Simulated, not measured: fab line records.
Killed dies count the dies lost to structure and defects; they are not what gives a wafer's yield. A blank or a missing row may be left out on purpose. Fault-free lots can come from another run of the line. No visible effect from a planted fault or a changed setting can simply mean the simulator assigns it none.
A struck lot beside a sound one / flow n5Finfet / 15 out of 1938 route steps
Sound: these wafers, L813.1, L813.2, L813.4. Struck: wafer L820.2; the same lot's L820.6 was not struck, so it is left out; see the end for the cause.
Each step with rows lists, per side, the tool, then ch with its chambers, then its first start. Under that, the readings that differ: sound wafers / struck wafers / difference of the means / sigmas: that difference in standard deviations of wafers without a fault.
alike: same words and numbers on both sides, and readings whose means sit less than 2 such deviations apart. not compared: any withheld reading, any reading some wafer has no value for, any bound like >300 that may hide the same value, and any number with overlapping values for which the record gives no deviation.
The two part at a step that has a row with sigmas, a row that says differs or no value, or rows on one side only. Numbers that have no deviation but don't overlap get no sigmas and don't part them. Lack of a reading on every wafer of one side parts them only where that side has two or more wafers.

first, 8 steps without rows for these wafers: N5_BEOL_M6_COAT_64 (time 60 s, resist thk 12 nm); N5_BEOL_M6_COAT_71 (time 60 s, resist thk 5 nm); N5_BEOL_M6_COAT_22 (resist thk 30 nm); N5_BEOL_M6_EBR_24; N5_BEOL_M6_SOFTBAKE_23 (time 60 s); N5_BEOL_M6_EXPOSE_25 (exposes mask V5, target cd 40 nm); N5_BEOL_M6_PEB_26 (peb time 60 s); N5_BEOL_M6_DEVELOP_27 (develop time 30 s).
N5_BEOL_M6_CD_MEAS_28: the cd target is 40 nm.
  sound on cdSem-02 ch 0, day 9 03:28; struck on cdSem-03 ch 0, day 11 14:06
  alike: cdNm
N5_BEOL_M6_OVL_MEAS_29:
  sound on overlay-02 ch 0, day 9 03:29; struck on overlay-01 ch 0, day 11 14:08
  alike: V5_OVL
N5_BEOL_M6_INSPECT_30: inspects for defects (brightfield).
  struck on defectInspect-01, day 11 14:11; sound on defectInspect-02, day 9 03:32
reading=rawDefectCount; sound=354 262 355; struck=584; difference=+260; sigmas=+3
N5_BEOL_M6_DESCUM_33: chemistry O2, time 7 s.
  sound on rieDiel-04 ch 0,1,3, day 9 03:35; struck on rieDiel-04 ch 0, day 11 14:13
  alike: drypumpMotorCurrentA, oesProductAu, rfVppV, showerheadPlenumPTorr, throttleValvePct
  not compared: rfHoursCounterH
N5_BEOL_M6_ETCH_72: etches underlayer in N2/H2, target depth 6.5 nm, time 5.2 s.
  sound on rieDiel-04 ch 0,1,3, day 9 03:37; struck on rieDiel-04 ch 0, day 11 14:16
reading=etchRfOnTimeS (s); sound=5.21 5.13 5.19; struck=3.39; difference=-1.79; sigmas=-18
reading=oesProductAu (a.u.); sound=0.70 0.77 0.64; struck=0.95; difference=+0.25; sigmas=+3
  alike: drypumpMotorCurrentA, h2FlowSccm, rfVppV, showerheadPlenumPTorr, throttleValvePct
  not compared: rfHoursCounterH
N5_BEOL_M6_ETCH_65: etches SiARC in CF4, target depth 15.6 nm, time 26 s.
  sound on rieDiel-04 ch 0,1,3, day 9 03:38; struck on rieDiel-04 ch 0, day 11 14:16
  alike: drypumpMotorCurrentA, etchRfOnTimeS, mfcArSccm, oesProductAu, rfVppV, showerheadPlenumPTorr, throttleValvePct
  not compared: rfHoursCounterH
-- a jump in the record: the struck wafers' starts before and after are 4 days apart (it breaks off in module BEOL_M6 and resumes in module PASSIVATION, where the first step shown is number 1936 of the route) --
N5_PASSIVATION_PROBE_49:
  only the struck wafers here have rows in the record (prober-01, day 15 11:29); the sound ones have none

== WHERE THEY PART ==
At N5_BEOL_M6_INSPECT_30 first; at N5_PASSIVATION_PROBE_49 last (within this record only).

WHY: what had been put in by the simulator
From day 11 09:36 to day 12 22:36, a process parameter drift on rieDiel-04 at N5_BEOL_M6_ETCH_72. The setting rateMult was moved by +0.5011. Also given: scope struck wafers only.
